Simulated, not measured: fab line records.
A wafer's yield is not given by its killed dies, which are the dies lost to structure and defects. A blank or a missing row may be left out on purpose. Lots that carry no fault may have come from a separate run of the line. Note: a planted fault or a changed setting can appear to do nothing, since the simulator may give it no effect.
Which of the tools did it? / flow nand_harc / 42 wafers from 14 lots sampled at 4 of the route's 1302 steps

WHAT THE GAUGES SHOWED, per wafer
NHARC_A_BLC_OVL_MEAS_11.
lot=L265; measured=day 22 20:40; on=overlay-01; overlay_x_nm (nm)=0.3 0.0 0.4; overlay_y_nm (nm)=0.1 0.3 -0.1
lot=L267; measured=day 23 04:50; on=overlay-02; overlay_x_nm (nm)=-0.7 -0.9 -0.6; overlay_y_nm (nm)=0.2 0.0 -0.3
lot=L268; measured=day 23 21:07; on=overlay-01; overlay_x_nm (nm)=-0.4 -1.2 -0.3; overlay_y_nm (nm)=0.7 0.6 0.9
lot=L272; measured=day 25 02:25; on=overlay-02; overlay_x_nm (nm)=-1.3 -1.5 -1.5; overlay_y_nm (nm)=0.7 0.8 0.4
lot=L273; measured=day 26 05:08; on=overlay-01; overlay_x_nm (nm)=-0.8 -0.9 -0.6; overlay_y_nm (nm)=0.3 -0.2 0.8
lot=L278; measured=day 28 07:33; on=overlay-02; overlay_x_nm (nm)=-1.2 -1.6 -0.9; overlay_y_nm (nm)=0.1 0.8 0.3
lot=L280; measured=day 28 11:11; on=overlay-01; overlay_x_nm (nm)=-0.7 -0.3 -0.4; overlay_y_nm (nm)=1.3 0.8 0.9
lot=L281; measured=day 28 22:55; on=overlay-01; overlay_x_nm (nm)=1.1 0.7 1.1; overlay_y_nm (nm)=-1.0 -0.1 -0.6
lot=L282; measured=day 29 07:14; on=overlay-01; overlay_x_nm (nm)=1.0 0.9 1.0; overlay_y_nm (nm)=-1.4 -1.6 -1.8
lot=L285; measured=day 30 07:27; on=overlay-02; overlay_x_nm (nm)=0.1 0.3 0.1; overlay_y_nm (nm)=-1.8 -1.8 -2.4
lot=L283; measured=day 30 11:10; on=overlay-02; overlay_x_nm (nm)=0.8 -0.4 0.0; overlay_y_nm (nm)=-0.8 -1.1 -1.3
lot=L284; measured=day 30 14:50; on=overlay-01; overlay_x_nm (nm)=-0.1 -0.6 -0.3; overlay_y_nm (nm)=-1.1 -0.5 -1.4
lot=L287; measured=day 31 03:48; on=overlay-02; overlay_x_nm (nm)=-1.4 -1.0 -0.5; overlay_y_nm (nm)=0.3 0.2 0.5
lot=L288; measured=day 32 14:08; on=overlay-02; overlay_x_nm (nm)=1.0 0.9 0.8; overlay_y_nm (nm)=-0.9 -0.6 0.4

NHARC_A_M0_CD_MEAS_09: the cd target is 80 nm.
lot=L265; measured=day 23 00:50; on=cd_sem-03; cd_nm (nm)=80.3 81.7 81.6
lot=L267; measured=day 23 09:14; on=cd_sem-01; cd_nm (nm)=81.4 82.3 80.2
lot=L268; measured=day 24 01:03; on=cd_sem-03; cd_nm (nm)=79.3 79.5 79.2
lot=L272; measured=day 25 06:25; on=cd_sem-02; cd_nm (nm)=95.5 95.2 95.7
lot=L273; measured=day 26 09:03; on=cd_sem-01; cd_nm (nm)=92.2 92.2 92.3
lot=L278; measured=day 28 11:25; on=cd_sem-03; cd_nm (nm)=81.3 79.9 80.0
lot=L280; measured=day 28 15:10; on=cd_sem-01; cd_nm (nm)=79.3 78.2 78.6
lot=L281; measured=day 29 02:56; on=cd_sem-01; cd_nm (nm)=79.5 80.3 79.7
lot=L282; measured=day 29 11:13; on=cd_sem-02; cd_nm (nm)=79.8 80.2 80.2
lot=L285; measured=day 30 11:20; on=cd_sem-01; cd_nm (nm)=80.2 79.9 79.6
lot=L283; measured=day 30 15:08; on=cd_sem-03; cd_nm (nm)=78.6 78.4 78.9
lot=L284; measured=day 30 18:43; on=cd_sem-03; cd_nm (nm)=79.9 81.5 80.6
lot=L287; measured=day 31 07:57; on=cd_sem-03; cd_nm (nm)=79.8 80.7 80.1
lot=L288; measured=day 32 18:04; on=cd_sem-01; cd_nm (nm)=81.2 79.2 79.9

WHAT TOOL EACH LOT RAN ON (gives the tool, then ch and the chambers of the sampled wafers, and finally the start)
lot=L265; NHARC_A_BLC_STRIP_29=rie_diel-09 ch 1,2,3, day 22 21:54; NHARC_A_M0_PEB_07=litho_track-01 ch 0, day 23 00:45
lot=L267; NHARC_A_BLC_STRIP_29=rie_diel-09 ch 0,2,3, day 23 05:59; NHARC_A_M0_PEB_07=litho_track-01 ch 0, day 23 09:10
lot=L268; NHARC_A_BLC_STRIP_29=rie_diel-09 ch 1,2,3, day 23 22:16; NHARC_A_M0_PEB_07=litho_track-06 ch 0, day 24 00:58
lot=L272; NHARC_A_BLC_STRIP_29=rie_diel-11 ch 1,2, day 25 03:34; NHARC_A_M0_PEB_07=litho_track-04 ch 0, day 25 06:20
lot=L273; NHARC_A_BLC_STRIP_29=rie_diel-11 ch 0,2,3, day 26 06:17; NHARC_A_M0_PEB_07=litho_track-04 ch 0, day 26 08:58
lot=L278; NHARC_A_BLC_STRIP_29=rie_diel-09 ch 1,2, day 28 08:42; NHARC_A_M0_PEB_07=litho_track-01 ch 0, day 28 11:20
lot=L280; NHARC_A_BLC_STRIP_29=rie_diel-09 ch 0,1, day 28 12:19; NHARC_A_M0_PEB_07=litho_track-06 ch 0, day 28 15:05
lot=L281; NHARC_A_BLC_STRIP_29=rie_diel-09 ch 2,3, day 29 00:04; NHARC_A_M0_PEB_07=litho_track-06 ch 0, day 29 02:52
lot=L282; NHARC_A_BLC_STRIP_29=rie_diel-11 ch 0,3, day 29 08:31; NHARC_A_M0_PEB_07=litho_track-04 ch 0, day 29 11:08
lot=L285; NHARC_A_BLC_STRIP_29=rie_diel-11 ch 1,2, day 30 08:35; NHARC_A_M0_PEB_07=litho_track-04 ch 0, day 30 11:15
lot=L283; NHARC_A_BLC_STRIP_29=rie_diel-09 ch 0,1, day 30 12:19; NHARC_A_M0_PEB_07=litho_track-06 ch 0, day 30 15:03
lot=L284; NHARC_A_BLC_STRIP_29=rie_diel-09 ch 1,2,3, day 30 16:00; NHARC_A_M0_PEB_07=litho_track-01 ch 0, day 30 18:38
lot=L287; NHARC_A_BLC_STRIP_29=rie_diel-09 ch 1,3, day 31 05:05; NHARC_A_M0_PEB_07=litho_track-01 ch 0, day 31 07:52
lot=L288; NHARC_A_BLC_STRIP_29=rie_diel-09 ch 0,3, day 32 15:16; NHARC_A_M0_PEB_07=litho_track-06 ch 0, day 32 17:59
- NHARC_A_BLC_STRIP_29: strips in CF4.
- NHARC_A_M0_PEB_07: peb time 65 s.

AS READ BY THE TOOLS THEMSELVES (means over the sampled wafers that have a number; for cases with no such wafer, the mark the record gives instead)
NHARC_A_BLC_STRIP_29.
lot=L265; tool=rie_diel-09; drypump_motor_current_A (A)=5.94; oes_product_au (a.u.)=1.005; rf_vpp_V (V)=59.1; showerhead_plenum_p_Torr (Torr)=1.78; throttle_valve_pct (%)=13.288
lot=L267; tool=rie_diel-09; drypump_motor_current_A (A)=5.96; oes_product_au (a.u.)=1.017; rf_vpp_V (V)=59.2; showerhead_plenum_p_Torr (Torr)=1.81; throttle_valve_pct (%)=13.286
lot=L268; tool=rie_diel-09; drypump_motor_current_A (A)=5.92; oes_product_au (a.u.)=1.010; rf_vpp_V (V)=59.5; showerhead_plenum_p_Torr (Torr)=1.78; throttle_valve_pct (%)=13.291
lot=L272; tool=rie_diel-11; drypump_motor_current_A (A)=5.75; oes_product_au (a.u.)=1.005; rf_vpp_V (V)=60.1; showerhead_plenum_p_Torr (Torr)=1.73; throttle_valve_pct (%)=13.292
lot=L273; tool=rie_diel-11; drypump_motor_current_A (A)=5.96; oes_product_au (a.u.)=1.001; rf_vpp_V (V)=59.9; showerhead_plenum_p_Torr (Torr)=1.78; throttle_valve_pct (%)=13.278
lot=L278; tool=rie_diel-09; drypump_motor_current_A (A)=5.80; oes_product_au (a.u.)=1.016; rf_vpp_V (V)=59.6; showerhead_plenum_p_Torr (Torr)=1.80; throttle_valve_pct (%)=13.280
lot=L280; tool=rie_diel-09; drypump_motor_current_A (A)=5.90; oes_product_au (a.u.)=0.999; rf_vpp_V (V)=59.5; showerhead_plenum_p_Torr (Torr)=1.83; throttle_valve_pct (%)=13.282
lot=L281; tool=rie_diel-09; drypump_motor_current_A (A)=5.90; oes_product_au (a.u.)=1.026; rf_vpp_V (V)=60.2; showerhead_plenum_p_Torr (Torr)=1.78; throttle_valve_pct (%)=13.289
lot=L282; tool=rie_diel-11; drypump_motor_current_A (A)=6.09; oes_product_au (a.u.)=0.998; rf_vpp_V (V)=60.2; showerhead_plenum_p_Torr (Torr)=1.76; throttle_valve_pct (%)=13.276
lot=L285; tool=rie_diel-11; drypump_motor_current_A (A)=5.73; oes_product_au (a.u.)=0.993; rf_vpp_V (V)=59.3; showerhead_plenum_p_Torr (Torr)=1.73; throttle_valve_pct (%)=13.270
lot=L283; tool=rie_diel-09; drypump_motor_current_A (A)=5.94; oes_product_au (a.u.)=0.988; rf_vpp_V (V)=59.5; showerhead_plenum_p_Torr (Torr)=1.86; throttle_valve_pct (%)=13.285
lot=L284; tool=rie_diel-09; drypump_motor_current_A (A)=5.93; oes_product_au (a.u.)=1.008; rf_vpp_V (V)=58.8; showerhead_plenum_p_Torr (Torr)=1.78; throttle_valve_pct (%)=13.281
lot=L287; tool=rie_diel-09; drypump_motor_current_A (A)=6.05; oes_product_au (a.u.)=1.006; rf_vpp_V (V)=59.0; showerhead_plenum_p_Torr (Torr)=1.76; throttle_valve_pct (%)=13.283
lot=L288; tool=rie_diel-09; drypump_motor_current_A (A)=6.07; oes_product_au (a.u.)=1.003; rf_vpp_V (V)=58.5; showerhead_plenum_p_Torr (Torr)=1.79; throttle_valve_pct (%)=13.288

NHARC_A_M0_PEB_07.
lot=L265; tool=litho_track-01; heater_power_total_W (W)=156.4; plate_temp_C (C)=99.96
lot=L267; tool=litho_track-01; heater_power_total_W (W)=156.8; plate_temp_C (C)=100.12
lot=L268; tool=litho_track-06; heater_power_total_W (W)=156.1; plate_temp_C (C)=99.95
lot=L272; tool=litho_track-04; heater_power_total_W (W)=165.8; plate_temp_C (C)=104.06
lot=L273; tool=litho_track-04; heater_power_total_W (W)=165.4; plate_temp_C (C)=104.30
lot=L278; tool=litho_track-01; heater_power_total_W (W)=156.7; plate_temp_C (C)=99.98
lot=L280; tool=litho_track-06; heater_power_total_W (W)=157.0; plate_temp_C (C)=100.18
lot=L281; tool=litho_track-06; heater_power_total_W (W)=156.5; plate_temp_C (C)=99.98
lot=L282; tool=litho_track-04; heater_power_total_W (W)=156.7; plate_temp_C (C)=100.02
lot=L285; tool=litho_track-04; heater_power_total_W (W)=156.3; plate_temp_C (C)=99.95
lot=L283; tool=litho_track-06; heater_power_total_W (W)=156.9; plate_temp_C (C)=100.03
lot=L284; tool=litho_track-01; heater_power_total_W (W)=156.4; plate_temp_C (C)=99.89
lot=L287; tool=litho_track-01; heater_power_total_W (W)=157.1; plate_temp_C (C)=99.97
lot=L288; tool=litho_track-06; heater_power_total_W (W)=156.8; plate_temp_C (C)=100.15

THE ANSWER, worked out from the rows above alone
Rule: what is usual is taken from the lots themselves. The widest of any qualifying gaps counts: lots, ordered by their means at a reading, are off when they make up no more than a third of the lots, leave a main group of 4 or more, and stand apart from it by 3 or more times the standard deviation of that group's means. Not used: any main group whose means are identical at the precision the tables above print for the reading. A lot without any number at a reading at which 4 lots or more have one is off too. Where the step has rows for the other lots, those lots are counted as sound. The gauges are gone through in route order, then the tools' own readings, and for those a lot's mean is taken as printed above. At the first step where some lot is off, the reading lying furthest off is the one used; lots without a number count as furthest.
Off: L272, L273 (NHARC_A_M0_CD_MEAS_09, cd_nm). The main group: mean 80.0 nm, standard deviation 0.81.
A tool fits if, at a process step before that reading, it ran every lot that is off, and no sound lot after the first of them. Not tried: the gauges at NHARC_A_M0_CD_MEAS_09; whatever is off there is also off at NHARC_A_M0_PEB_07, on other tools, and gauge error can't account for it. No candidate that was tried fits.

WHAT THE SIMULATOR HAD PUT IN
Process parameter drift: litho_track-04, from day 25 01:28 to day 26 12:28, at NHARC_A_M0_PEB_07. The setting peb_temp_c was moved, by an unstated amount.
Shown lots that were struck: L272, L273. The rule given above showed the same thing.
